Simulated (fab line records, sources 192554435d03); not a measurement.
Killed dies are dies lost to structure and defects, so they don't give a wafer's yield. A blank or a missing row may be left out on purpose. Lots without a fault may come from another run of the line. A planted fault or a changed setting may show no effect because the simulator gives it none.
fab line records | flow n5_finfet
record lots=5 wafers=15 last_day=16
route steps=1938 shown BEOL_M6@1237
lots that met no fault: from a run of the same line without faults
start_h: hours from the record's first day to the start of the lot's first wafer shown | wait_h: hours since the lot's step before | " the same as in the row above | L1.1+2: a row that stands for several wafers | - no value, or no start given | * or withheld: withheld | < > ~ a bound
route shown NAME@n: a module of which the file shows steps, and the number in the route of the first | usual: mean/standard deviation of fault-free wafers | same: alike in all rows | chamber/n: place in a boat | sites: the reading at each site | _std_site: their standard deviation | _edge_site: outer sites' mean less inner sites' | radius_mm: how far each site lies from the wafer's centre | mask NAME#n: copy n | behind: the tool/chamber that last shaped the wafer | hold: why the lot was held/for how many hours/how that ended | device: the transistor (n, p or np) that didn't switch | end of line: the same wafers' tests at the end of the route | a step without rows: its recipe alone | killed: dies lost to structure and defects at the first sort, not the wafer's yield | map: a wafer's dies, x killed, . not, _ none there
set.NAME: the setting as run; set.NAME@STEP: as run at that earlier step | model.NAME: the simulator's own value behind a step, which no gauge read
lots at some steps of the route; a table a step, a row a wafer
services: from which hour (start_h, from the record's first day; less than 0 if before it) a tool's chamber was out of use, for how many hours, and why
## steps
# step N5_BEOL_M6_STRIP_76
# recipe chemistry=C4F6/O2 resist=SiARC rf_frequency_hz=6e+07
# columns lot.wafer tool chamber start_h wait_h
L074.1+5+6 rie_diel-03 3,2,1 181.95 0.0
L081.4+5+6 rie_diel-03 1,3,0 227.56 0.0
L089.1+4+5 rie_diel-04 0,1,2 285.23 0.0
L090.4+5+6 rie_diel-03 3,1,2 288.27 0.0
L092.2+3+5 rie_diel-06 3,2,2 302.50 0.0
# step N5_BEOL_M6_STRIP_36
# recipe chemistry=N2/H2 power_w=450 temp_c=40 pressure_mtorr=20 rf_frequency_hz=6e+07 overash_fraction=0.3 bias_power_w=7 h2_frac=0.5 n2_flow_sccm=200 h2_flow_sccm=200
# usual drypump_motor_current_A=5.7/0.67 oes_product_au=0.83/0.077 power_w=449.7/1.4 rf_vpp_V=59.2/1.7 showerhead_plenum_p_Torr=2.52/0.097 throttle_valve_pct=23.68/0.29
# columns lot.wafer tool chamber start_h wait_h drypump_motor_current_A oes_product_au power_w rf_hours_counter_h rf_vpp_V showerhead_plenum_p_Torr throttle_valve_pct
L074.1 rie_diel-03 3 181.96 0.0 6.5 0.94 448.6 22 61.9 2.69 23.15
L074.5 " 2 " " 4.8 0.90 451.2 - 58.5 2.50 23.45
L074.6 " 1 " " 6.6 0.70 450.0 - 58.8 2.42 24.26
L081.4 rie_diel-03 1 227.57 0.0 6.6 0.67 449.6 245 58.8 2.41 24.25
L081.5 " 3 " " 6.5 0.88 449.3 - 60.4 2.68 23.17
L081.6 " 0 " " 5.0 0.86 450.5 - 59.4 2.58 23.72
L089.1 rie_diel-04 0 285.24 0.0 5.5 0.72 447.0 175 56.9 2.42 23.76
L089.4 " 1 " " 6.1 0.81 447.0 90 58.7 2.46 23.42
L089.5 " 2 " " 5.8 0.95 451.4 - 60.2 2.50 23.56
L090.4 rie_diel-03 3 288.28 0.0 6.5 0.86 450.0 63 58.8 2.67 23.19
L090.5 " 1 " " 6.6 0.97 449.9 - 60.4 2.73 23.99
L090.6 " 2 " " 4.8 0.84 448.1 - 59.0 2.48 23.54
L092.2 rie_diel-06 3 302.51 0.0 6.7 0.89 452.4 55 59.1 2.47 23.60
L092.3 " 2 " " 5.4 0.94 449.3 2 61.3 2.72 23.83
L092.5 " 2 " " 5.4 0.95 447.8 - 58.8 2.72 23.86
# step N5_BEOL_M6_TRENCH_ETCH_37
# recipe chemistry=C4F6/O2 target_depth_a=944.35 target=SiCOH_lowk time_s=31.5 ion_energy_ev=250 pressure_mtorr=30 source_w=345 bias_w=185 Ar_flow_sccm=300 C4F6_flow_sccm=10 O2_flow_sccm=10
# usual drypump_motor_current_A=5.7/0.67 oes_product_au=0.82/0.075 rf_vpp_V=663/14 showerhead_plenum_p_Torr=2.83/0.12 throttle_valve_pct=20.93/0.27
# columns lot.wafer tool chamber start_h wait_h drypump_motor_current_A oes_product_au rf_hours_counter_h rf_vpp_V showerhead_plenum_p_Torr throttle_valve_pct
L074.1 rie_diel-03 3 - - 6.5 0.92 22 686 3.04 20.76
L074.5 " 2 " " 4.8 0.90 - 679 2.77 20.39
L074.6 " 1 " " 6.6 0.68 - 641 2.71 21.25
L081.4 rie_diel-03 1 - - 6.5 0.67 245 641 2.71 21.27
L081.5 " 3 " " 6.5 0.88 - 685 3.03 20.76
L081.6 " 0 " " 5.0 0.86 - 658 2.90 21.16
L089.1 rie_diel-04 0 - - 5.5 0.72 175 658 2.71 20.94
L089.4 " 1 " " 6.1 0.81 90 651 2.75 20.69
L089.5 " 2 " " 5.8 0.95 - 648 2.81 20.83
L090.4 rie_diel-03 3 - - 6.5 0.84 63 685 3.02 20.81
L090.5 " 1 " " 6.5 0.95 - 651 3.04 20.93
L090.6 " 2 " " 4.8 0.84 - 679 2.75 20.46
L092.2 rie_diel-06 3 - - 6.7 0.87 55 656 2.76 20.90
L092.3 " 2 " " 5.4 0.93 2 662 3.04 20.85
L092.5 " 2 " " 5.4 0.93 - 662 3.04 20.86
# step N5_BEOL_M6_ETCH_41
# recipe chemistry=CH3F/O2 target=SiCN target_depth_a=297 taper_deg=2 time_s=52 ion_energy_ev=120 mask_material=TiN pressure_mtorr=30 source_w=395 bias_w=75 Ar_flow_sccm=150 CH3F_flow_sccm=30 O2_flow_sccm=20
# usual drypump_motor_current_A=5.7/0.67 oes_product_au=0.82/0.075 rf_vpp_V=297.0/1.8 showerhead_plenum_p_Torr=1.99/0.084 throttle_valve_pct=16.29/0.25
# columns lot.wafer tool chamber start_h wait_h drypump_motor_current_A oes_product_au rf_hours_counter_h rf_vpp_V showerhead_plenum_p_Torr throttle_valve_pct
L074.1 rie_diel-03 3 - - 6.6 0.93 22 299.5 2.14 16.09
L074.5 " 2 " " 4.8 0.90 - 297.1 1.94 15.81
L074.6 " 1 " " 6.5 0.68 - 294.4 1.90 16.66
L081.4 rie_diel-03 1 - - 6.6 0.66 245 294.3 1.89 16.66
L081.5 " 3 " " 6.5 0.88 - 300.0 2.14 16.11
L081.6 " 0 " " 5.0 0.85 - 298.9 2.04 16.50
L089.1 rie_diel-04 0 - - 5.5 0.72 175 295.8 1.90 16.37
L089.4 " 1 " " 6.2 0.81 90 295.7 1.93 16.10
L089.5 " 2 " " 5.8 0.95 - 296.4 1.97 16.14
L090.4 rie_diel-03 3 - - 6.5 0.85 63 299.3 2.13 16.15
L090.5 " 1 " " 6.6 0.95 - 299.4 2.14 16.23
L090.6 " 2 " " 4.8 0.84 - 296.7 1.93 15.88
L092.2 rie_diel-06 3 - - 6.7 0.88 55 297.4 1.94 16.28
L092.3 " 2 " " 5.4 0.93 2 299.4 2.14 16.16
L092.5 " 2 " " 5.4 0.94 - 300.6 2.14 16.18
# step N5_BEOL_M6_STRIP_80
# recipe chemistry=N2/H2 time_s=10 power_w=450 temp_c=40 pressure_mtorr=20 rf_frequency_hz=6e+07 bias_power_w=7 n2_flow_sccm=200 h2_flow_sccm=200
# usual drypump_motor_current_A=5.7/0.67 oes_product_au=0.83/0.076 rf_vpp_V=59.1/0.87 showerhead_plenum_p_Torr=2.52/0.097 throttle_valve_pct=23.68/0.29
# columns lot.wafer tool chamber start_h wait_h drypump_motor_current_A oes_product_au rf_hours_counter_h rf_vpp_V showerhead_plenum_p_Torr throttle_valve_pct
L074.1 rie_diel-03 3 - - 6.5 0.93 22 58.4 2.69 23.15
L074.5 " 2 " " 4.8 0.91 - 57.9 2.50 23.44
L074.6 " 1 " " 6.6 0.70 - 58.1 2.42 24.25
L081.4 rie_diel-03 1 - - 6.6 0.67 245 58.4 2.41 24.28
L081.5 " 3 " " 6.5 0.89 - 58.9 2.68 23.18
L081.6 " 0 " " 5.0 0.85 - 59.3 2.58 23.73
L089.1 rie_diel-04 0 - - 5.5 0.72 175 60.2 2.42 23.77
L089.4 " 1 " " 6.1 0.81 90 60.2 2.46 23.41
L089.5 " 2 " " 5.9 0.94 - 60.4 2.50 23.56
L090.4 rie_diel-03 3 - - 6.5 0.85 63 58.9 2.67 23.21
L090.5 " 1 " " 6.6 0.96 - 61.1 2.73 23.97
L090.6 " 2 " " 4.8 0.85 - 59.9 2.48 23.52
L092.2 rie_diel-06 3 - - 6.7 0.88 55 59.8 2.47 23.61
L092.3 " 2 " " 5.4 0.95 2 60.7 2.72 23.85
L092.5 " 2 " " 5.4 0.93 - 57.8 2.72 23.85
# step N5_BEOL_M6_OCD_MEAS_38
# usual trench_depth_nm=94.6/1.8
# columns lot.wafer tool chamber start_h wait_h trench_depth_nm
L074.1 ocd-02 - 182.15 - 98.9
L074.5 " - " " 95.8
L074.6 " - " " 94.0
L081.4 ocd-01 - 227.76 - 94.4
L081.5 " - " " 97.3
L081.6 " - " " 94.3
L089.1 ocd-01 - 285.43 - 93.8
L089.4 " - " " 96.9
L089.5 " - " " 96.9
L090.4 ocd-02 - 288.48 - 96.0
L090.5 " - " " 93.6
L090.6 " - " " 95.0
L092.2 ocd-01 - 302.70 - 92.3
L092.3 " - " " 93.5
L092.5 " - " " 92.7
# step N5_BEOL_M6_HM_STRIP_39
# recipe chemistry=peroxide_tin_strip material=TiN target_depth_a=250 temp_c=50 time_s=158
# columns lot.wafer tool chamber start_h wait_h
L074.1+5+6 wet_bench-05 2,7,5 182.19 0.0
L081.4+5+6 wet_bench-05 2,4,3 227.79 0.0
L089.1+4+5 wet_bench-05 0,7,4 285.46 0.0
L090.4+5+6 wet_bench-05 4,1,0 288.51 0.0
L092.2+3+5 wet_bench-06 1,5,6 302.73 0.0
# step N5_BEOL_M6_SRD_40
# recipe time_s=30 temp_c=23 rinse_liquid=diw dry=ipa_marangoni
# usual do_supply_ppb=10.00/0.1
# columns lot.wafer tool chamber start_h wait_h do_supply_ppb
L074.1 wet_bench-05 2 182.23 0.0 10.02
L074.5 " 7 " " 10.09
L074.6 " 5 " " 10.07
L081.4 wet_bench-05 2 227.84 0.0 10.14
L081.5 " 4 " " 10.10
L081.6 " 3 " " 9.82
L089.1 wet_bench-05 0 285.51 0.0 10.05
L089.4 " 7 " " 10.06
L089.5 " 4 " " 9.77
L090.4 wet_bench-05 4 288.56 0.0 9.90
L090.5 " 1 " " 10.07
L090.6 " 0 " " 9.89
L092.2 wet_bench-06 1 302.78 0.0 9.93
L092.3 " 5 " " 10.10
L092.5 " 6 " " 10.15
## services
# columns tool chamber start_h hours kind
rie_diel-04 2 239.29 - clean
rie_diel-04 2 239.29 - consumable_replace:focus_ring
rie_diel-04 2 239.29 25.0 scheduled_down
rie_diel-04 2 239.29 25.0 vent_cycle
rie_diel-03 1 241.09 - clean
rie_diel-03 1 241.09 - consumable_replace:focus_ring
rie_diel-03 1 241.09 - consumable_replace:showerhead
rie_diel-03 1 241.09 30.5 scheduled_down
rie_diel-03 1 241.09 30.5 vent_cycle
rie_diel-06 2 243.08 8.3 repair
rie_diel-06 2 268.31 - clean
rie_diel-06 2 268.31 - consumable_replace:focus_ring
rie_diel-06 2 268.31 - consumable_replace:showerhead
rie_diel-06 2 268.31 28.1 scheduled_down
rie_diel-06 2 268.31 28.1 vent_cycle
rie_diel-04 3 281.53 2.6 repair
## key
fault none
